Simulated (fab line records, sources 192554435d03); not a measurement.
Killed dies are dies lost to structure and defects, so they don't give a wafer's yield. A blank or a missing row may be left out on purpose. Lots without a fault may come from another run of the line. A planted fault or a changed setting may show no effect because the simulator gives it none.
Chamber matching | flow n5_finfet | N5_BEOL_M2_ETCH_69 on rie_diel-01: 4 sister chambers
The step etches SiARC in CF4, target depth 15.6 nm, time 26 s. 8 wafers are shown with their chamber, then 8 later ones without.

WAFERS WITH THEIR CHAMBER
wafer  | chamber | throttle_valve_pct (%) | showerhead_plenum_p_Torr (Torr)
L078.2 | 1       | 15.51                  | 2.19
L080.1 | 1       | 15.50                  | 2.18
L080.3 | 0       | 15.60                  | 2.16
L083.4 | 3       | 15.86                  | 2.13
L084.2 | 2       | 15.73                  | 2.15
L084.5 | 0       | 15.63                  | 2.16
L084.6 | 3       | 15.87                  | 2.12
L087.2 | 2       | 15.74                  | 2.15

WAFERS WITHOUT THEIR CHAMBER
wafer  | throttle_valve_pct (%) | showerhead_plenum_p_Torr (Torr)
L087.3 | 15.53                  | 2.18
L087.6 | 15.53                  | 2.18
L088.2 | 15.64                  | 2.16
L088.3 | 15.86                  | 2.12
L088.4 | 15.75                  | 2.15
L092.3 | 15.67                  | 2.15
L092.5 | 15.65                  | 2.15
L092.6 | 15.88                  | 2.12

WHICH CHAMBER EACH WENT THROUGH
wafer  | from the rows above     | in truth
L087.3 | 1                       | 1
L087.6 | 1                       | 1
L088.2 | 0                       | 0
L088.3 | 3                       | 3
L088.4 | 2                       | 2
L092.3 | can't be placed: 0 or 2 | 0
L092.5 | 0                       | 0
L092.6 | 3                       | 3
Placed correctly: 7 of 8. Can't be placed from these rows: 1 (the true chamber is among the candidates in 1). Placed wrongly: 0.
How it was worked out, from the rows above alone: a wafer's distance from a chamber is the root of the sum, over the readings, of the square of ((its reading less the chamber's mean) divided by the reading's scatter). The wafer belongs to the nearest chamber; if the next one is less than 2 further off, it can't be placed. A chamber's mean is the mean of its shown wafers. The scatter: the root of (the sum of the squares of (reading less its chamber's mean) over the shown wafers, divided by (wafers less chambers)).
